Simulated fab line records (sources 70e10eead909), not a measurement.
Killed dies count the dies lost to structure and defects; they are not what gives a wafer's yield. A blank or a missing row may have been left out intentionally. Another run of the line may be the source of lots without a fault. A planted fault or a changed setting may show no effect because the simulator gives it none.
The tool behind it: which one?	flow nand_harc	72 wafers from 24 lots sampled at 6 of the route's 1302 steps

== WHAT EACH GAUGE READ, for each wafer ==
The record lacks any reading of a measuring or inspecting step that a usual standard deviation could be used to judge.

== WHICH TOOL RAN EACH LOT (tool, then ch and the chambers of the sampled wafers, then the start) ==
lot	NHARC_A_STAIRCASE_TRIM_24	NHARC_A_STAIRCASE_STRIP_205	NHARC_A_STAIRCASE_STRIP_254	NHARC_A_STAIRCASE_HM_OPEN_457	NHARC_A_STAIRCASE_DEP_280	NHARC_A_STAIRCASE_ETCH_313
L074	rie_diel-10 ch 1,2, day 16 06:40 or earlier	plasma_asher-02 ch 0,1, day 16 06:40	plasma_asher-02 ch 0,1, day 16 13:13	rie_diel-02 ch 0,1,3, day 17 00:13 or earlier	pecvd-04 ch 1,2, day 17 00:13	rie_diel-10 ch 0,3, day 17 06:46
L075	rie_diel-10 ch 0,3, day 16 10:41 or earlier	plasma_asher-02 ch 0,1, day 16 10:41	plasma_asher-02 ch 0,1, day 16 16:16	rie_diel-02 ch 0,3, day 17 04:48 or earlier	pecvd-02 ch 1,2, day 17 04:48	rie_diel-10 ch 0,1,2, day 17 14:05
L076	rie_diel-02 ch 0,2, day 16 20:59	plasma_asher-02 ch 0,1, day 17 03:20	plasma_asher-02 ch 0,1, day 17 08:39	rie_diel-01 ch 1,2,3, day 17 19:00 or earlier	pecvd-01 ch 1,2, day 17 19:00	rie_diel-10 ch 0,1,3, day 18 02:01
L078	rie_diel-01 ch 1,2, day 17 12:26 or earlier	plasma_asher-02 ch 0,1, day 17 12:26	plasma_asher-02 ch 1, day 17 18:24	rie_diel-10 ch 1,2,3, day 18 03:57 or earlier	pecvd-01 ch 1,2, day 18 03:57	rie_diel-02 ch 2,3, day 18 10:09
L077	rie_diel-02 ch 1,2,3, day 17 14:02 or earlier	plasma_asher-01 ch 0,1, day 17 14:02	plasma_asher-01 ch 0,1, day 17 19:34	rie_diel-01 ch 0,2,3, day 18 06:03 or earlier	pecvd-01 ch 0,2, day 18 06:03	rie_diel-10 ch 0,2, day 18 13:11
L079	rie_diel-01 ch 0,1,2, day 18 09:41 or earlier	plasma_asher-02 ch 0,1, day 18 09:41	plasma_asher-01 ch 0,1, day 18 15:41	rie_diel-01 ch 0,1,3, day 19 00:27 or earlier	pecvd-01 ch 0,1,2, day 19 00:27	rie_diel-01 ch 0,2,3, day 19 10:55
L080	rie_diel-01 ch 0,1,2, day 18 13:02 or earlier	plasma_asher-01 ch 0,1, day 18 13:02	plasma_asher-01 ch 0,1, day 18 18:26	rie_diel-01 ch 1,2, day 19 09:13 or earlier	pecvd-01 ch 0,1,2, day 19 09:13	rie_diel-02 ch 0,1,2, day 19 15:59
L081	rie_diel-02 ch 0,1, day 18 23:44 or earlier	plasma_asher-01 ch 0,1, day 18 23:44	plasma_asher-02 ch 0,1, day 19 05:37	rie_diel-02 ch 1,2, day 19 16:56 or earlier	pecvd-01 ch 0,1,2, day 19 16:56	rie_diel-01 ch 0,2, day 19 23:32
L083	rie_diel-10 ch 0,1,3, day 19 13:37 or earlier	plasma_asher-01 ch 0,1, day 19 13:37	plasma_asher-01 ch 0,1, day 19 18:52	rie_diel-02 ch 0,2,3, day 20 04:05 or earlier	pecvd-02 ch 0,1, day 20 04:05	rie_diel-10 ch 0,3, day 20 12:15
L082	rie_diel-10 ch 0,1,2, day 19 17:46 or earlier	plasma_asher-01 ch 0, day 19 17:46	plasma_asher-01 ch 0,1, day 19 23:31	rie_diel-01 ch 0,1,2, day 20 09:05 or earlier	pecvd-04 ch 0,1, day 20 09:05	rie_diel-01 ch 1,2,3, day 20 16:08
L084	rie_diel-02 ch 0,1,2, day 20 08:43 or earlier	plasma_asher-01 ch 0,1, day 20 08:43	plasma_asher-02 ch 0,1, day 20 16:09	rie_diel-10 ch 0,2, day 21 00:45 or earlier	pecvd-01 ch 0,1,2, day 21 00:45	rie_diel-01 ch 0,1,2, day 21 07:16
L085	rie_diel-01 ch 1,2, day 20 18:05 or earlier	plasma_asher-01 ch 0,1, day 20 18:05	plasma_asher-02 ch 0,1, day 20 23:28	rie_diel-01 ch 1,2,3, day 21 08:29 or earlier	pecvd-04 ch 0,1,2, day 21 08:29	rie_diel-01 ch 0,1,3, day 21 14:43
L086	rie_diel-10 ch 0,1,2, day 21 03:37 or earlier	plasma_asher-02 ch 0,1, day 21 03:37	plasma_asher-01 ch 0,1, day 21 09:04	rie_diel-02 ch 0,2,3, day 21 18:32 or earlier	pecvd-04 ch 0,1, day 21 18:32	rie_diel-01 ch 1,2,3, day 22 00:55
L087	rie_diel-01 ch 0,1,3, day 21 04:05 or earlier	plasma_asher-01 ch 0,1, day 21 04:05	plasma_asher-02 ch 0,1, day 21 09:30	rie_diel-02 ch 1,2,3, day 21 20:22 or earlier	pecvd-02 ch 1,2, day 21 20:22	rie_diel-10 ch 0,3, day 22 02:54
L089	rie_diel-01 ch 0,3, day 22 00:41 or earlier	plasma_asher-01 ch 0,1, day 22 00:41	plasma_asher-02 ch 0,1, day 22 06:01	rie_diel-01 ch 1,2,3, day 22 14:32 or earlier	pecvd-04 ch 0,1,2, day 22 14:32	rie_diel-02 ch 0,2,3, day 22 23:19
L088	rie_diel-02 ch 0,1,3, day 22 02:40 or earlier	plasma_asher-02 ch 0,1, day 22 02:40	plasma_asher-01 ch 0,1, day 22 07:55	rie_diel-01 ch 0,2,3, day 22 22:00 or earlier	pecvd-02 ch 0,2, day 22 22:00	rie_diel-02 ch 0,1,3, day 23 04:02
L091	rie_diel-10 ch 0,1, day 22 23:59 or earlier	plasma_asher-02 ch 0,1, day 22 23:59	plasma_asher-02 ch 0,1, day 23 05:28	rie_diel-10 ch 0,1,2, day 23 14:38 or earlier	pecvd-01 ch 1,2, day 23 14:38	rie_diel-02 ch 0,3, day 23 20:52
L090	rie_diel-02 ch 0,2,3, day 23 00:41 or earlier	plasma_asher-02 ch 0,1, day 23 00:41	plasma_asher-01 ch 0,1, day 23 06:19	rie_diel-01 ch 0,1,3, day 23 16:05 or earlier	pecvd-04 ch 0,1,2, day 23 16:05	rie_diel-01 ch 1,3, day 24 02:53
L093	rie_diel-01 ch 1,2,3, day 23 15:26 or earlier	plasma_asher-02 ch 0,1, day 23 15:26	plasma_asher-01 ch 0,1, day 23 23:04	rie_diel-10 ch 0,1,2, day 24 16:35 or earlier	pecvd-04 ch 0,1, day 24 16:35	rie_diel-01 ch 0,1, day 25 01:26
L092	rie_diel-02 ch 0,1,2, day 23 15:19 or earlier	plasma_asher-01 ch 0,1, day 23 15:19	plasma_asher-02 ch 0,1, day 23 22:04	rie_diel-02 ch 0,1, day 24 14:29 or earlier	pecvd-01 ch 0,2, day 24 14:29	rie_diel-10 ch 0,1, day 25 00:20
L095	rie_diel-10 ch 0,1,2, day 24 19:50 or earlier	plasma_asher-02 ch 0,1, day 24 19:50	plasma_asher-02 ch 0,1, day 25 02:22	rie_diel-01 ch 0,1,2, day 25 16:19 or earlier	pecvd-01 ch 0,1,2, day 25 16:19	rie_diel-02 ch 0,1,3, day 25 23:21
L094	rie_diel-02 ch 0,1, day 24 20:10 or earlier	plasma_asher-01 ch 0,1, day 24 20:10	plasma_asher-01 ch 0,1, day 25 01:55	rie_diel-01 ch 2,3, day 25 15:27 or earlier	pecvd-01 ch 1,2, day 25 15:27	rie_diel-01 ch 0,1, day 25 21:27
L097	rie_diel-10 ch 2,3, day 25 06:39 or earlier	plasma_asher-01 ch 0,1, day 25 06:39	plasma_asher-02 ch 0,1, day 25 12:38	rie_diel-01 ch 1,3, day 26 00:46 or earlier	pecvd-04 ch 0,1, day 26 00:46	rie_diel-01 ch 1,2, day 26 07:11
L096	rie_diel-10 ch 0,2,3, day 25 06:42 or earlier	plasma_asher-02 ch 0,1, day 25 06:42	plasma_asher-01 ch 0,1, day 25 12:15	rie_diel-02 ch 0,1, day 26 00:10 or earlier	pecvd-04 ch 0,1, day 26 00:10	rie_diel-02 ch 0,3, day 26 06:48
- NHARC_A_STAIRCASE_TRIM_24: chemistry O2, time 211.2 s.
- NHARC_A_STAIRCASE_STRIP_205: strips in O2.
- NHARC_A_STAIRCASE_STRIP_254: strips in O2.
- NHARC_A_STAIRCASE_HM_OPEN_457: chemistry O2/COS.
- NHARC_A_STAIRCASE_DEP_280: deposits SiON, target thk 30 nm.
- NHARC_A_STAIRCASE_ETCH_313: etches the open film in CF4/CHF3.

== AS READ BY THE TOOLS THEMSELVES (means over the sampled wafers that have a number; for cases with no such wafer, the mark the record gives instead) ==
NHARC_A_STAIRCASE_TRIM_24.
lot	tool	drypump_motor_current_A (A)	oes_product_au (a.u.)	rf_vpp_V (V)	showerhead_plenum_p_Torr (Torr)	throttle_valve_pct (%)
L074	rie_diel-10	5.7	1.025	57.2	3.47	17.030
L075	rie_diel-10	5.6	1.013	58.0	3.74	17.039
L076	rie_diel-02	6.1	1.006	57.4	3.41	17.032
L078	rie_diel-01	6.1	1.005	57.6	3.58	17.037
L077	rie_diel-02	5.9	1.006	58.4	3.55	17.034
L079	rie_diel-01	5.6	0.998	57.9	3.59	17.039
L080	rie_diel-01	5.6	1.000	58.5	3.59	17.038
L081	rie_diel-02	6.2	1.016	57.7	3.46	17.046
L083	rie_diel-10	5.7	1.011	58.6	3.65	17.035
L082	rie_diel-10	5.5	1.013	58.2	3.71	17.031
L084	rie_diel-02	6.2	1.003	57.7	3.43	17.032
L085	rie_diel-01	6.0	0.996	58.3	3.66	17.019
L086	rie_diel-10	5.6	1.010	58.0	3.70	17.036
L087	rie_diel-01	5.5	1.002	57.3	3.57	17.041
L089	rie_diel-01	5.3	1.012	58.7	3.66	17.031
L088	rie_diel-02	6.0	1.012	57.9	3.57	17.034
L091	rie_diel-10	5.7	1.025	57.9	3.61	17.027
L090	rie_diel-02	5.9	1.004	57.7	3.50	17.024
L093	rie_diel-01	5.9	1.003	58.8	3.64	17.036
L092	rie_diel-02	6.2	1.016	57.7	3.42	17.032
L095	rie_diel-10	5.6	1.028	57.8	3.69	17.039
L094	rie_diel-02	6.2	1.017	56.4	3.48	17.036
L097	rie_diel-10	5.7	1.007	57.6	3.67	17.026
L096	rie_diel-10	5.6	1.014	58.9	3.71	17.049

NHARC_A_STAIRCASE_STRIP_205.
lot	tool	drypump_motor_current_A (A)	heater_power_w (W)	temp_c (C)
L074	plasma_asher-02	6.2	304	250.03
L075	plasma_asher-02	6.3	299	250.02
L076	plasma_asher-02	6.3	299	250.11
L078	plasma_asher-02	6.3	298	250.00
L077	plasma_asher-01	5.1	303	250.05
L079	plasma_asher-02	6.3	301	249.72
L080	plasma_asher-01	4.9	326	249.81
L081	plasma_asher-01	5.1	311	249.95
L083	plasma_asher-01	4.9	321	250.13
L082	plasma_asher-01	5.3	290	250.05
L084	plasma_asher-01	4.9	315	249.97
L085	plasma_asher-01	4.9	320	250.21
L086	plasma_asher-02	6.3	285	249.86
L087	plasma_asher-01	4.9	319	249.93
L089	plasma_asher-01	5.1	310	250.23
L088	plasma_asher-02	6.3	286	249.97
L091	plasma_asher-02	6.3	283	249.89
L090	plasma_asher-02	6.3	291	250.13
L093	plasma_asher-02	6.3	283	249.77
L092	plasma_asher-01	5.1	310	250.11
L095	plasma_asher-02	6.2	293	250.03
L094	plasma_asher-01	5.1	311	250.13
L097	plasma_asher-01	4.9	334	249.73
L096	plasma_asher-02	6.3	292	249.98

NHARC_A_STAIRCASE_STRIP_254.
lot	tool	drypump_motor_current_A (A)	heater_power_w (W)	temp_c (C)
L074	plasma_asher-02	6.3	300	249.95
L075	plasma_asher-02	6.2	313	250.00
L076	plasma_asher-02	6.3	302	250.13
L078	plasma_asher-02	6.3	295	249.90
L077	plasma_asher-01	5.1	304	249.80
L079	plasma_asher-01	4.9	319	249.84
L080	plasma_asher-01	5.1	310	250.10
L081	plasma_asher-02	6.3	285	249.92
L083	plasma_asher-01	4.9	320	249.82
L082	plasma_asher-01	5.1	303	249.86
L084	plasma_asher-02	6.3	278	249.97
L085	plasma_asher-02	6.3	291	250.02
L086	plasma_asher-01	5.1	306	249.96
L087	plasma_asher-02	6.3	297	250.17
L089	plasma_asher-02	6.3	283	250.18
L088	plasma_asher-01	4.9	318	249.93
L091	plasma_asher-02	6.3	287	249.91
L090	plasma_asher-01	4.9	333	249.94
L093	plasma_asher-01	5.1	312	249.88
L092	plasma_asher-02	6.2	295	249.98
L095	plasma_asher-02	6.3	286	250.06
L094	plasma_asher-01	4.9	337	250.10
L097	plasma_asher-02	6.3	292	250.10
L096	plasma_asher-01	4.9	334	249.89

NHARC_A_STAIRCASE_HM_OPEN_457.
lot	tool	drypump_motor_current_A (A)	oes_product_au (a.u.)	rf_vpp_V (V)	showerhead_plenum_p_Torr (Torr)	throttle_valve_pct (%)
L074	rie_diel-02	6.0	1.001	467.9	3.17	28.330
L075	rie_diel-02	5.9	0.995	468.0	3.14	28.336
L076	rie_diel-01	5.9	1.000	469.4	3.24	28.329
L078	rie_diel-10	5.7	1.012	466.3	3.08	28.330
L077	rie_diel-01	5.4	1.007	470.6	3.26	28.330
L079	rie_diel-01	5.5	1.014	468.0	3.17	28.338
L080	rie_diel-01	6.0	0.992	468.7	3.16	28.330
L081	rie_diel-02	6.2	1.009	466.9	3.07	28.339
L083	rie_diel-02	5.9	1.003	466.0	3.11	28.332
L082	rie_diel-01	5.6	1.005	468.7	3.17	28.327
L084	rie_diel-10	5.4	1.013	472.6	3.36	28.319
L085	rie_diel-01	5.9	1.006	469.2	3.23	28.318
L086	rie_diel-02	5.9	1.001	466.5	3.10	28.333
L087	rie_diel-02	5.9	1.004	466.7	3.13	28.336
L089	rie_diel-01	5.9	0.996	469.4	3.23	28.338
L088	rie_diel-01	5.4	1.013	470.7	3.24	28.335
L091	rie_diel-10	5.5	1.015	469.5	3.27	28.334
L090	rie_diel-01	5.5	1.014	467.0	3.15	28.331
L093	rie_diel-10	5.6	1.012	469.6	3.26	28.332
L092	rie_diel-02	6.1	1.011	465.4	3.05	28.334
L095	rie_diel-01	5.6	0.996	468.4	3.15	28.327
L094	rie_diel-01	5.8	0.985	471.0	3.30	28.331
L097	rie_diel-01	5.8	1.005	468.9	3.20	28.324
L096	rie_diel-02	6.2	1.001	466.0	3.04	28.324

NHARC_A_STAIRCASE_DEP_280.
lot	tool	heater_power_w (W)
L074	pecvd-04	783
L075	pecvd-02	735
L076	pecvd-01	745
L078	pecvd-01	728
L077	pecvd-01	771
L079	pecvd-01	728
L080	pecvd-01	805
L081	pecvd-01	689
L083	pecvd-02	748
L082	pecvd-04	578
L084	pecvd-01	759
L085	pecvd-04	677
L086	pecvd-04	597
L087	pecvd-02	658
L089	pecvd-04	669
L088	pecvd-02	786
L091	pecvd-01	692
L090	pecvd-04	643
L093	pecvd-04	556
L092	pecvd-01	760
L095	pecvd-01	769
L094	pecvd-01	704
L097	pecvd-04	617
L096	pecvd-04	649

NHARC_A_STAIRCASE_ETCH_313.
lot	tool	drypump_motor_current_A (A)	oes_product_au (a.u.)	rf_vpp_V (V)	showerhead_plenum_p_Torr (Torr)	throttle_valve_pct (%)
L074	rie_diel-10	5.6	0.932	374.1	1.67	16.799
L075	rie_diel-10	5.5	0.938	371.1	1.58	16.803
L076	rie_diel-10	5.7	0.932	371.9	1.63	16.808
L078	rie_diel-02	5.7	0.962	372.0	1.62	16.805
L077	rie_diel-10	5.4	0.930	369.1	1.54	16.799
L079	rie_diel-01	5.4	0.933	373.2	1.64	16.807
L080	rie_diel-02	6.1	0.941	368.7	1.53	16.808
L081	rie_diel-01	5.1	0.934	371.3	1.61	16.801
L083	rie_diel-10	5.8	0.929	373.3	1.64	16.800
L082	rie_diel-01	5.9	0.920	373.3	1.63	16.805
L084	rie_diel-01	5.6	0.929	371.5	1.60	16.813
L085	rie_diel-01	5.5	0.922	371.8	1.59	16.807
L086	rie_diel-01	5.8	0.924	372.5	1.62	16.810
L087	rie_diel-10	5.7	0.926	372.5	1.64	16.800
L089	rie_diel-02	5.9	0.929	370.6	1.56	16.798
L088	rie_diel-02	5.9	0.926	371.5	1.59	16.799
L091	rie_diel-02	5.9	0.959	370.6	1.57	16.811
L090	rie_diel-01	5.9	0.929	371.2	1.58	16.811
L093	rie_diel-01	5.2	0.955	370.5	1.55	16.802
L092	rie_diel-10	5.5	0.944	373.3	1.64	16.806
L095	rie_diel-02	5.9	0.977	371.6	1.58	16.797
L094	rie_diel-01	5.2	0.932	370.5	1.55	16.807
L097	rie_diel-01	6.0	0.934	370.6	1.57	16.806
L096	rie_diel-02	5.7	0.921	372.4	1.62	16.797

== THE ANSWER, worked out from the rows above alone ==
Rule: the lots themselves supply what counts as usual. The widest of any qualifying gaps counts: lots, ordered by their means at a reading, are off when they make up no more than a third of the lots, leave a main group of 4 or more, and stand apart from it by 3 or more times the standard deviation of that group's means. A main group is skipped when, at the precision printed for the reading in the tables above, its means are all equal. A lot without any number at a reading at which 4 lots or more have one is off too. Where the step has rows for the other lots, those lots are counted as sound. Order of review: gauges by route order, followed by the tools' own readings, for which a lot's mean as printed above is used. The first step at which some lot is off is used, and at that step the reading that is off furthest; a lot without a number counts as furthest.
None of the lots is off at any reading shown; this tells nothing.

== WHAT WAS PUT IN BY THE SIMULATOR ==
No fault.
